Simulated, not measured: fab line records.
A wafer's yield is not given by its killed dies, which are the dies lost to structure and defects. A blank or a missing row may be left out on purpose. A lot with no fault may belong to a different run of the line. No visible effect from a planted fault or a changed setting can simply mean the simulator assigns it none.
Matching of chambers / flow nandHarc / NHARC_THIN_TSV_CMP_01 on cmp-02 has 4 sister chambers
The step polishes. 18 wafers are shown with their chamber, then 9 later ones without.

== WAFERS WITH THEIR CHAMBER ==
wafer=L652.2; chamber=0; motorCurrentA (A)=12.1
wafer=L652.3; chamber=2; motorCurrentA (A)=12.1
wafer=L652.6; chamber=1; motorCurrentA (A)=12.8
wafer=L654.1; chamber=3; motorCurrentA (A)=13.3
wafer=L654.2; chamber=0; motorCurrentA (A)=11.4
wafer=L654.6; chamber=2; motorCurrentA (A)=12.5
wafer=L653.1; chamber=0; motorCurrentA (A)=11.9
wafer=L653.3; chamber=3; motorCurrentA (A)=13.4
wafer=L653.6; chamber=2; motorCurrentA (A)=12.3
wafer=L656.2; chamber=3; motorCurrentA (A)=13.3
wafer=L656.3; chamber=0; motorCurrentA (A)=12.4
wafer=L656.4; chamber=2; motorCurrentA (A)=12.2
wafer=L657.3; chamber=3; motorCurrentA (A)=14.3
wafer=L657.5; chamber=2; motorCurrentA (A)=11.7
wafer=L657.6; chamber=3; motorCurrentA (A)=14.2
wafer=L655.2; chamber=3; motorCurrentA (A)=13.5
wafer=L655.3; chamber=0; motorCurrentA (A)=12.1
wafer=L655.4; chamber=2; motorCurrentA (A)=12.5

SIGNATURES, as means of the wafers listed above
reading=motorCurrentA; chamber 0=11.980; chamber 1=12.800; chamber 2=12.217; chamber 3=13.667; scatter within a chamber=0.383
Rule: a wafer lies at a distance from a chamber equal to the root of the sum of squares, over the readings, of (its reading less the chamber's mean, divided by the reading's scatter). If the next closest chamber is less than 2 further off than the closest, the wafer can't be placed; otherwise it belongs to the closest. How the scatter is found: for the shown wafers, subtract from each reading the mean of its chamber, square and add these, divide the total by (wafers less chambers), then take the root.

== WAFERS MISSING THEIR CHAMBER ==
wafer=L664.2; motorCurrentA (A)=12.8
wafer=L664.3; motorCurrentA (A)=12.3
wafer=L664.4; motorCurrentA (A)=12.1
wafer=L670.1; motorCurrentA (A)=12.2
wafer=L670.2; motorCurrentA (A)=13.4
wafer=L670.5; motorCurrentA (A)=12.5
wafer=L671.3; motorCurrentA (A)=12.3
wafer=L671.5; motorCurrentA (A)=12.1
wafer=L671.6; motorCurrentA (A)=12.3

== CHAMBER TAKEN BY EACH ==
wafer=L664.2; from the rows above=can't be placed: 1 or 2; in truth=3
wafer=L664.3; from the rows above=can't be placed: 2 or 0 or 1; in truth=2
wafer=L664.4; from the rows above=can't be placed: 2 or 0 or 1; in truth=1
wafer=L670.1; from the rows above=can't be placed: 2 or 0 or 1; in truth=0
wafer=L670.2; from the rows above=can't be placed: 3 or 1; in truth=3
wafer=L670.5; from the rows above=can't be placed: 2 or 1 or 0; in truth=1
wafer=L671.3; from the rows above=can't be placed: 2 or 0 or 1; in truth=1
wafer=L671.5; from the rows above=can't be placed: 2 or 0 or 1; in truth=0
wafer=L671.6; from the rows above=can't be placed: 2 or 0 or 1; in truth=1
0 of 9 placed correctly. Not placeable from these rows: 9 (in 8, the candidates include the true chamber). Wrongly placed: 0.
